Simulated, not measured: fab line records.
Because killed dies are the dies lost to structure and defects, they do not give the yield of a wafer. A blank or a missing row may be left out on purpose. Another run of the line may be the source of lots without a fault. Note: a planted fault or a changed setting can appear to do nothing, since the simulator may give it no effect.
Matching of chambers	flow nand_harc	4 sister chambers for NHARC_P_M0_DESCUM_14 on rie_diel-01
The step chemistry O2, time 3 s. 30 wafers are shown with their chamber, then 12 later ones without.

== WAFERS, EACH WITH ITS CHAMBER ==
wafer	chamber	showerhead_plenum_p_Torr (Torr)	drypump_motor_current_A (A)	oes_product_au (a.u.)
L075.2	0	2.01	6.4	0.993
L075.3	1	2.01	6.3	0.996
L075.5	0	2.01	6.3	0.999
L077.2	1	2.01	6.3	0.995
L077.3	2	1.88	4.8	0.979
L077.5	2	1.88	4.9	0.998
L081.3	3	1.83	6.4	0.999
L081.5	1	2.01	6.3	0.981
L081.6	2	1.88	4.8	0.980
L082.1	3	1.83	6.4	0.993
L082.4	1	2.01	6.3	0.977
L082.5	3	1.83	6.5	0.999
L082.2	2	1.88	4.8	0.984
L082.3	0	2.01	6.3	0.986
L082.6	0	2.01	6.3	0.994
L083.2	0	2.01	6.4	1.000
L083.3	1	2.01	6.3	0.986
L083.4	3	1.83	6.4	1.001
L083.1	2	1.88	4.9	0.995
L083.5	1	2.01	6.3	0.998
L083.6	2	1.88	4.9	0.990
L084.4	3	1.83	6.5	1.011
L084.5	3	1.83	6.4	1.003
L084.6	2	1.88	4.8	0.988
L086.1	2	1.88	4.8	0.995
L086.2	0	2.01	6.3	0.997
L086.3	1	2.01	6.3	0.979
L090.2	2	1.88	4.9	0.990
L090.3	3	1.82	6.5	1.004
L090.6	2	1.88	4.8	0.979

SIGNATURES, as means of the wafers listed above
reading	chamber 0	chamber 1	chamber 2	chamber 3	scatter within a chamber
showerhead_plenum_p_Torr	2.0100	2.0100	1.8800	1.8286	0.00182
drypump_motor_current_A	6.333	6.300	4.840	6.443	0.0458
oes_product_au	0.99483	0.98743	0.98780	1.00143	0.00687
Rule: distance of a wafer from a chamber = root of the sum over the readings of ((wafer's reading minus chamber's mean) / reading's scatter) squared. If the next closest chamber is less than 2 further off than the closest, the wafer can't be placed; otherwise it belongs to the closest. How the scatter is found: for the shown wafers, subtract from each reading the mean of its chamber, square and add these, divide the total by (wafers less chambers), then take the root.

== WAFERS WITH NO CHAMBER GIVEN ==
wafer	showerhead_plenum_p_Torr (Torr)	drypump_motor_current_A (A)	oes_product_au (a.u.)
L090.1	2.01	6.4	0.987
L090.4	2.01	6.3	0.987
L090.5	1.82	6.5	0.996
L092.1	2.01	6.4	0.983
L092.2	1.82	6.5	0.998
L092.4	1.88	4.8	0.984
L095.3	2.01	6.4	0.991
L095.5	2.01	6.3	0.979
L095.6	1.88	4.8	0.983
L096.1	2.01	6.3	1.001
L096.5	1.82	6.4	1.010
L096.6	2.01	6.3	0.988

== EACH ONE'S CHAMBER ==
wafer	from the rows above	in truth
L090.1	can't be placed: 0 or 1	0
L090.4	can't be placed: 1 or 0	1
L090.5	3	3
L092.1	can't be placed: 0 or 1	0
L092.2	3	3
L092.4	2	2
L095.3	can't be placed: 0 or 1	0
L095.5	can't be placed: 1 or 0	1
L095.6	2	2
L096.1	can't be placed: 0 or 1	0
L096.5	3	3
L096.6	can't be placed: 1 or 0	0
5 of 12 placed correctly. These rows do not allow placing 7 (true chamber among the candidates in 7). Placed wrongly: 0.
